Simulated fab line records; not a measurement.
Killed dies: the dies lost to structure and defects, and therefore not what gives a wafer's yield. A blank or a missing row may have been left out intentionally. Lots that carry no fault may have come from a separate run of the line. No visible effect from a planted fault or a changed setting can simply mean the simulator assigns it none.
A struck lot beside a sound one	flow nandHarc	16 steps out of a route of 1302
Sound: the wafers L700.3, L700.4, L700.5. The struck wafers were L692.2, L692.3, L692.6. Last of all comes the cause.
At each step with rows: each side's tool, then ch and its chambers, then its first start. Under that, the readings that differ: sound wafers	struck wafers	difference of the means	sigmas: that difference in standard deviations of wafers without a fault.
alike: readings whose means differ by less than 2 such deviations, and words and numbers that are the same on both sides. not compared: withheld readings, readings that some wafer has no value for, bounds like >300 that may hide the same value, and numbers for which the record gives no deviation and whose values overlap.
A row with sigmas, a row that says differs or no value, or rows on one side alone: a step with any of these is where the two part. When numbers do not overlap yet have no deviation, they are printed without sigmas and do not part them. Lack of a reading on every wafer of one side parts them only where that side has two or more wafers.

first, 1 step without rows for these wafers: NHARC_A_DECK1_JOINT_SRD_15.
NHARC_A_DECK1_JOINT_DEP_16: deposits SiO2, target thk 45 nm.
  sound on pecvd-03 ch 0,1,2, day 19 03:23; struck on pecvd-01 ch 1,2, day 15 19:45
  alike: heaterPowerW, throttleValvePct
  not compared: sinceWetCleanH
NHARC_A_DECK1_JOINT_THK_MEAS_17: measures by ellipsometry.
  sound on filmMetro-01 at day 19 03:38; struck on filmMetro-02 at day 15 20:00
  alike: thkNm
NHARC_A_DECK1_JOINT_INSPECT_05:
  sound on defectInspect-02 at day 19 03:41; struck on defectInspect-01 at day 15 20:02
  alike: rawDefectCount
then, 1 step without rows for these wafers: NHARC_A_ONON_D2_DEP_00 (target thk 1000 nm).
NHARC_A_ONON_D2_THK_MEAS_02: measures by ellipsometry.
  sound on filmMetro-02 at day 19 04:16; struck on filmMetro-01 at day 15 20:37
  alike: thkNm
then, 1 step without rows for these wafers: NHARC_A_ONON_D2_DEP_03 (target thk 1000 nm).
NHARC_A_ONON_D2_THK_MEAS_05: measures by ellipsometry.
  sound on filmMetro-02 at day 19 04:50; struck on filmMetro-01 at day 15 21:11
  alike: thkNm
then, 1 step without rows for these wafers: NHARC_A_ONON_D2_DEP_06 (target thk 1000 nm).
NHARC_A_ONON_D2_THK_MEAS_08: measures by ellipsometry.
  sound on filmMetro-02 at day 19 05:23; struck on filmMetro-02 at day 15 21:45
  alike: thkNm
then, 1 step without rows for these wafers: NHARC_A_ONON_D2_DEP_09 (target thk 1000 nm).
NHARC_A_ONON_D2_THK_MEAS_11: measures by ellipsometry.
  sound on filmMetro-02 at day 19 05:58; struck on filmMetro-01 at day 15 22:19
  alike: thkNm
NHARC_A_ONON_D2_DEP_12: target thk 1000 nm.
  sound on pecvdOnon-02 ch 0, day 19 06:08; struck on pecvdOnon-02 ch 0, day 15 22:26
NHARC_A_ONON_D2_THK_MEAS_14: measures by ellipsometry.
  sound on filmMetro-02 at day 19 06:33; struck on filmMetro-02 at day 15 22:53
reading	sound	struck	difference	sigmas
thkNm (nm)	1013 1015 1014	722 722 720	-293	-31
then, 1 step without rows for these wafers: NHARC_A_ONON_D2_ANNEAL_15 (time 3600 s).
-- jump in the record: it breaks off in module A_ONON_D2 and resumes in module END (first step shown: number 1302 of the route), and 12 days separate the struck wafers' starts before and after --
NHARC_END_SORT_01:
  the record has rows for the struck wafers here (prober-01 ch 0, day 27 16:44) and none for the sound ones

== WHERE THEY PART ==
Last at NHARC_END_SORT_01 as far as this record goes, first at NHARC_A_ONON_D2_THK_MEAS_14.

WHY: the cause the simulator had injected
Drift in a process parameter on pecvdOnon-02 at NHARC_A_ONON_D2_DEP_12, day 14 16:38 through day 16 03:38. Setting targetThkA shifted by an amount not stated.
